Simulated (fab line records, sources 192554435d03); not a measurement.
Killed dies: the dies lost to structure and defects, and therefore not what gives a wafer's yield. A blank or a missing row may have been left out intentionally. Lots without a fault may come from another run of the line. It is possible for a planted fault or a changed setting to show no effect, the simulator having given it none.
Split-lot study -- flow n5_finfet -- 39 wafers read across 7 lots, on a route 1938 steps long

ON THE SPLIT
At N5_BEOL_M7_DESCUM_33 (chemistry O2, time 7 s), the setting time_s was moved away from the recipe's 7 s on 15 of the 39 wafers read, by -24.5% to +52.1%. This setting was run at the recipe's value on the other wafers.

Split to reading: the file shows no intervening step.

THE READING
CAR-EUV_of_BEOL_M7_COAT_22.thk_nm (the simulator's own value, which no gauge read), in nm, at N5_BEOL_M7_ETCH_72 (etches underlayer in N2/H2, target depth 6.5 nm, time 5.2 s). There is no usual value for it anywhere in the file. Average 20.3 nm, standard deviation 0.13 nm, over the 24 wafers here run with the recipe.

wafer,"tool, chamber at the split","time_s as run, s",against the recipe,"CAR-EUV_of_BEOL_M7_COAT_22.thk_nm, nm",against lot-mates on the recipe
L079.1,"rie_diel-06, 0",9.455,+35.1%,19.4,-1.1
L079.2,"rie_diel-06, 1,2",9.455,+35.1%,19.2,-1.3
L079.6,"rie_diel-06, 1,2",9.455,+35.1%,19.2,-1.3
L079.3,"rie_diel-06, 3,2,3",7,recipe,20.4,-
L079.5,"rie_diel-06, 3,2,3",7,recipe,20.4,-
L079.4,"rie_diel-06, 3,2,3",7,recipe,20.6,-
L080.1,"rie_diel-06, 3,1,2",5.282,-24.5%,21,+0.8
L080.3,"rie_diel-06, 3,1,2",5.282,-24.5%,21,+0.8
L080.2,"rie_diel-06, 0",7,recipe,20.4,-
L080.4,"rie_diel-06, 2",7,recipe,20,-
L080.5,"rie_diel-06, 3",7,recipe,20.2,-
L080.6,"rie_diel-06, 3,1,2",5.282,-24.5%,21.2,+1.0
L082.1,"rie_diel-06, 0,2,2",9.14,+30.6%,19.4,-1.0
L082.2,"rie_diel-06, 1,3,1",7,recipe,20.4,-
L082.3,"rie_diel-06, 1,3,1",7,recipe,20.4,-
L082.6,"rie_diel-06, 1,3,1",7,recipe,20.4,-
L082.4,"rie_diel-06, 0,2,2",9.14,+30.6%,19.2,-1.2
L082.5,"rie_diel-06, 0,2,2",9.14,+30.6%,19.2,-1.2
L091.1,"rie_diel-02, 2,1,1",7,recipe,20.2,-
L091.2,"rie_diel-02, 3,0,2",10.65,+52.1%,18.4,-1.9
L091.4,"rie_diel-02, 3,0,2",10.65,+52.1%,18.4,-1.9
L091.5,"rie_diel-02, 3,0,2",10.65,+52.1%,18.4,-1.9
L091.3,"rie_diel-02, 2,1,1",7,recipe,20.4,-
L091.6,"rie_diel-02, 2,1,1",7,recipe,20.4,-
L090.3,"rie_diel-02, 2,1,0",7,recipe,20.2,-
L090.5,"rie_diel-02, 2,1,0",7,recipe,20.2,-
L090.6,"rie_diel-02, 2,1,0",7,recipe,20.4,-
L093.1,"rie_diel-05, 0,3,1,0",7,recipe,20.4,-
L093.2,"rie_diel-05, 0,3,1,0",7,recipe,20.2,-
L093.3,"rie_diel-05, 0,3,1,0",7,recipe,20.2,-
L093.4,"rie_diel-05, 2,1",7,recipe,20.2,-
L093.5,"rie_diel-05, 2,1",7,recipe,20.2,-
L093.6,"rie_diel-05, 0,3,1,0",7,recipe,20.2,-
L096.1,"rie_diel-02, 1,2,3",9.597,+37.1%,19,-1.4
L096.3,"rie_diel-02, 1,2,3",9.597,+37.1%,19,-1.4
L096.5,"rie_diel-02, 1,2,3",9.597,+37.1%,19,-1.4
L096.2,"rie_diel-02, 3,0,0",7,recipe,20.4,-
L096.4,"rie_diel-02, 3,0,0",7,recipe,20.4,-
L096.6,"rie_diel-02, 3,0,0",7,recipe,20.4,-
The file does not say which wafer passed through which chamber wherever a row lists several chambers: such a row stands for several wafers.

FIT RESULTS
A straight line over all 39 wafers: CAR-EUV_of_BEOL_M7_COAT_22.thk_nm changes by -0.0342 nm for each +1% of time_s; r = -0.98; the points scatter about the line by 0.13 nm.
The same after taking each lot's own level away (the mean of its wafers on the recipe; 39 wafers): -0.0365 nm for each +1%; r = -0.99; scatter 0.091 nm.
On that fit, the largest move of time_s shifts the reading by 1.9 nm.
Measured against the standard deviation above, the lots' own levels, which go from 20.20 to 20.47 nm, span 2.1 times it.
The two slopes are in agreement: the lot-to-lot level therefore moves the slope only a little.
Check: for one of the wafers moved furthest among these (+52.1%), held out of the fit, the line's prediction against its lot-mates is -1.9 nm. It came out at -1.93 nm against them.

THE WHOLE CHAIN: every reading that the file lists as answering this split, in the file's order
step,what it does,reading,change (the file's fit),r (the file's)
N5_BEOL_M7_DESCUM_33,"chemistry O2, time 7 s","CAR-EUV_of_BEOL_M7_COAT_22.thk_nm (the simulator's own value, which no gauge read)",-0.0352 nm for each +1% of the setting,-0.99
N5_BEOL_M7_ETCH_72,"etches underlayer in N2/H2, target depth 6.5 nm, time 5.2 s","CAR-EUV_of_BEOL_M7_COAT_22.thk_nm (the simulator's own value, which no gauge read)",-0.0365 nm for each +1% of the setting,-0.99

THE FILE'S OWN FIT
CAR-EUV_of_BEOL_M7_COAT_22.thk_nm changes by -0.0365 nm for each +1% of time_s, r = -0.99.
